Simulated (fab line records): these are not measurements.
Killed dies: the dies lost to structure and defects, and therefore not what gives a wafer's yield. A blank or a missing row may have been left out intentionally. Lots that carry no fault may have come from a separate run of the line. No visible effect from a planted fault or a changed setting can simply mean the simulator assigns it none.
Comparing a struck lot with a sound one -- flow n5Finfet -- 15 out of 1938 route steps
Sound: these wafers, L279.1, L279.3, L279.4. Struck: wafer L292.1 (L292.5, L292.6, from the same lot, were not struck and are left out); the cause is given at the end.
Per side, at each step with rows, come the tool, then ch with its chambers, and then its first start. Under that, the readings that differ: sound wafers -- struck wafers -- difference of the means -- sigmas: that difference in standard deviations of wafers without a fault.
alike: same words and numbers on both sides, and readings whose means sit less than 2 such deviations apart. not compared: any withheld reading, any reading some wafer has no value for, any bound like >300 that may hide the same value, and any number with overlapping values for which the record gives no deviation.
A row with sigmas, a row that says differs or no value, or rows on one side alone: a step with any of these is where the two part. When numbers do not overlap yet have no deviation, they are printed without sigmas and do not part them. A reading that every wafer of one side lacks parts them only if that side has two wafers or more.

N5_SD_ACTIVATION_RS_MEAS_03: a four-point-probe measurement.
  sound on filmMetro-01 at day 4 04:26; struck on filmMetro-02 at day 7 12:46
  alike: RS_SD_N, RS_SD_P
N5_SD_ACTIVATION_INSPECT_02: inspects for defects (darkfield).
  sound on defectInspect-01 at day 4 04:45; struck on defectInspect-01 at day 7 13:05
  alike: rawDefectCount
N5_ILD0_LINER_00: material SiNx, target thk 4 nm, pulse time 1 s, purge time 2 s.
  sound on aldSin-03 ch 0,1,2, day 4 04:49; struck on aldSin-03 ch 0, day 7 13:28
  alike: heaterPowerW, precursorPulseHeightRel
then, 2 steps without rows for these wafers: N5_ILD0_FCVD_FILL_01 (material SiO2 flowable, target thk 200 nm, time 328.3 s); N5_ILD0_CURE_02 (time 1800 s).
N5_ILD0_CMP_03: polishes, stops on SiNx, t overpolish 1.9 s, target thk 197.38 nm.
  sound on cmp-03 ch 0,1,3, day 4 07:11; struck on cmp-02 ch 1, day 7 15:56
  alike: edgeZonePressureFrac, motorCurrentA, overpolishRunS, timeToEndpointS
N5_ILD0_THK_MEAS_04:
  sound on filmMetro-01 at day 4 07:29; struck on filmMetro-02 at day 7 16:07
  alike: thkNm
N5_ILD0_CMP_07: polishes SiO2 flowable, stops on poly-Si, t overpolish 1.18 s, target thk 138.88 nm.
  sound on cmp-01 ch 0,1,3, day 4 07:31; struck on cmp-01 ch 1, day 7 16:09
  alike: edgeZonePressureFrac, motorCurrentA
N5_ILD0_THK_MEAS_08:
  sound on filmMetro-01 at day 4 07:48; struck on filmMetro-01 at day 7 16:26
  alike: thkNm
then, 1 step without rows for these wafers: N5_ILD0_PRECLEAN_10 (cleans in NF3:NH3, afs cycles 5, time 20 s, sublimation time 60 s).
N5_ILD0_ALD_15: deposits SiNx, target thk 24 nm, pulse time 1 s, ald cycles 480.
  sound on aldSin-02 ch 1,2,3, day 4 08:48; struck on aldSin-03 ch 3, day 7 17:10
  alike: heaterPowerW, precursorPulseHeightRel
N5_ILD0_CMP_12: polishes SiNx, stops on poly-Si, t overpolish 6 s, target thk 17.67 nm.
  sound on cmp-03 ch 0,1,2, day 4 11:00; struck on cmp-03 ch 2, day 7 19:29
reading,sound,struck,difference,sigmas
timeToEndpointS (s),28 23 24,51,+26,+8
  alike: edgeZonePressureFrac, motorCurrentA, overpolishRunS
N5_ILD0_THK_MEAS_13:
  sound on filmMetro-01 at day 4 11:18; struck on filmMetro-02 at day 7 19:40
  alike: thkNm
-- the record jumps here: 4 days lie between the struck wafers' starts before and after (it left off in module ILD0 and takes up again in module BEOL_M4, whose first step shown is number 1111 of the route) --
N5_BEOL_M4_RC_MEAS_101:
  sound on prober-01 ch 0, day 8 13:20; struck on prober-02 ch 0, day 11 18:33
reading,sound,struck,difference,sigmas
DIBL_N (mV/V),34.9 33.9 35.0,38.2,+3.6,+2
SS_N (mV/dec),71.2 70.9 70.9,72.6,+1.6,+2
  alike: DIBL_P, IOFF_N, IOFF_P, ION_N, ION_P, SS_P, VT_N, VT_P
then, 1 step without rows for these wafers: N5_PASSIVATION_PROBE_49.

## WHERE THEY PART
Last at N5_BEOL_M4_RC_MEAS_101 as far as this record goes, first at N5_ILD0_CMP_12.

WHY: whatever the simulator had introduced
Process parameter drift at N5_ILD0_CMP_12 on cmp-03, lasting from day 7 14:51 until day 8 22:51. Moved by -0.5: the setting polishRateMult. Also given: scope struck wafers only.
